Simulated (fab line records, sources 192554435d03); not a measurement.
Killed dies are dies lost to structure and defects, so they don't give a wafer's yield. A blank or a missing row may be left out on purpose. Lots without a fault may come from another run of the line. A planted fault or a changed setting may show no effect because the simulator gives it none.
Chamber matching | flow n5_finfet | N5_BEOL_M1_CMP_52 on cmp-03: 4 sister chambers
The step polishes, stops on SiOC, t overpolish 6.8 s, target thk 40 nm. 4 wafers are shown with their chamber, then 10 later ones without.

WAFERS WITH THEIR CHAMBER
wafer  | chamber | motor_current_A (A)
L086.1 | 0       | 6.2
L086.3 | 2       | 4.9
L087.2 | 1       | 5.8
L087.3 | 3       | 6.0

WAFERS WITHOUT THEIR CHAMBER
wafer  | motor_current_A (A)
L087.5 | 5.9
L090.1 | 4.6
L090.3 | 6.2
L090.5 | 5.8
L092.3 | 5.9
L092.4 | 6.2
L092.6 | 4.7
L094.1 | 6.0
L094.5 | 6.0
L094.6 | 4.6

WHICH CHAMBER EACH WENT THROUGH
wafer  | from the rows above          | in truth
L087.5 | can't be placed: 3 or 1 or 0 | 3
L090.1 | 2                            | 2
L090.3 | can't be placed: 0 or 3      | 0
L090.5 | can't be placed: 1 or 3      | 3
L092.3 | can't be placed: 3 or 1 or 0 | 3
L092.4 | can't be placed: 0 or 3      | 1
L092.6 | 2                            | 2
L094.1 | can't be placed: 3 or 0 or 1 | 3
L094.5 | can't be placed: 3 or 0 or 1 | 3
L094.6 | 2                            | 2
Placed correctly: 3 of 10. Can't be placed from these rows: 7 (the true chamber is among the candidates in 6). Placed wrongly: 0.
How it was worked out, from the rows above alone: a wafer's distance from a chamber is the root of the sum, over the readings, of the square of ((its reading less the chamber's mean) divided by the reading's scatter). The wafer belongs to the nearest chamber; if the next one is less than 2 further off, it can't be placed. A chamber's mean is the mean of its shown wafers. The scatter: with one shown wafer a chamber, the root of the mean of the squares of how far each hidden wafer lies from its nearest shown one.
